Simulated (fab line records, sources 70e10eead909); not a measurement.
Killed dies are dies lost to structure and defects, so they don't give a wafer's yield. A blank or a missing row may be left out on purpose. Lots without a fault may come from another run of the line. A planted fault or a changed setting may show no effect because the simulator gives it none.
Chamber matching | flow nand_harc | NHARC_A_WL_FILL_ALD_19 on ald_metal-03: 4 sister chambers
The step deposits TiN, target thk 2 nm, pulse time 3 s, ald cycles 100. 14 wafers are shown with their chamber, then 7 later ones without.

WAFERS WITH THEIR CHAMBER
wafer  | chamber | heater_power_w (W) | precursor_pulse_height_rel
L076.4 | 0       | 1093               | 0.988
L076.5 | 3       | 1023               | 1.015
L076.6 | 2       | 976                | 1.002
L077.1 | 0       | 1115               | 1.022
L077.2 | 3       | 1015               | 1.013
L077.3 | 2       | 981                | 1.023
L078.1 | 3       | 1020               | 0.974
L078.2 | 1       | 1046               | 1.026
L078.4 | 2       | 968                | 0.983
L088.4 | 0       | 1179               | 1.017
L088.5 | 3       | 1045               | 1.012
L088.6 | 0       | 1128               | 1.032
L090.1 | 3       | 999                | 0.941
L090.2 | 1       | 1013               | 0.953

SIGNATURES (means of the wafers above)
reading                    | chamber 0 | chamber 1 | chamber 2 | chamber 3 | scatter within a chamber
heater_power_w             | 1128.75   | 1029.50   | 975.00    | 1020.40   | 23.9
precursor_pulse_height_rel | 1.01475   | 0.98950   | 1.00267   | 0.99100   | 0.0297
Rule: a wafer's distance from a chamber is the root of the sum, over the readings, of the square of ((its reading less the chamber's mean) divided by the reading's scatter). The wafer belongs to the nearest chamber; if the next one is less than 2 further off, it can't be placed. The scatter: the root of (the sum of the squares of (reading less its chamber's mean) over the shown wafers, divided by (wafers less chambers)).

WAFERS WITHOUT THEIR CHAMBER
wafer  | heater_power_w (W) | precursor_pulse_height_rel
L090.6 | 1033               | 0.983
L096.2 | 1049               | 1.003
L096.4 | 1006               | 0.995
L096.5 | 1019               | 0.995
L097.1 | 1110               | 1.012
L097.3 | 1037               | 1.041
L097.4 | 1035               | 1.003

WHICH CHAMBER EACH WENT THROUGH
wafer  | from the rows above          | in truth
L090.6 | can't be placed: 1 or 3      | 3
L096.2 | can't be placed: 1 or 3      | 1
L096.4 | can't be placed: 3 or 1 or 2 | 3
L096.5 | can't be placed: 3 or 1 or 2 | 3
L097.1 | 0                            | 0
L097.3 | can't be placed: 1 or 3 or 2 | 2
L097.4 | can't be placed: 1 or 3 or 2 | 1
Placed correctly: 1 of 7. Can't be placed from these rows: 6 (the true chamber is among the candidates in 6). Placed wrongly: 0.
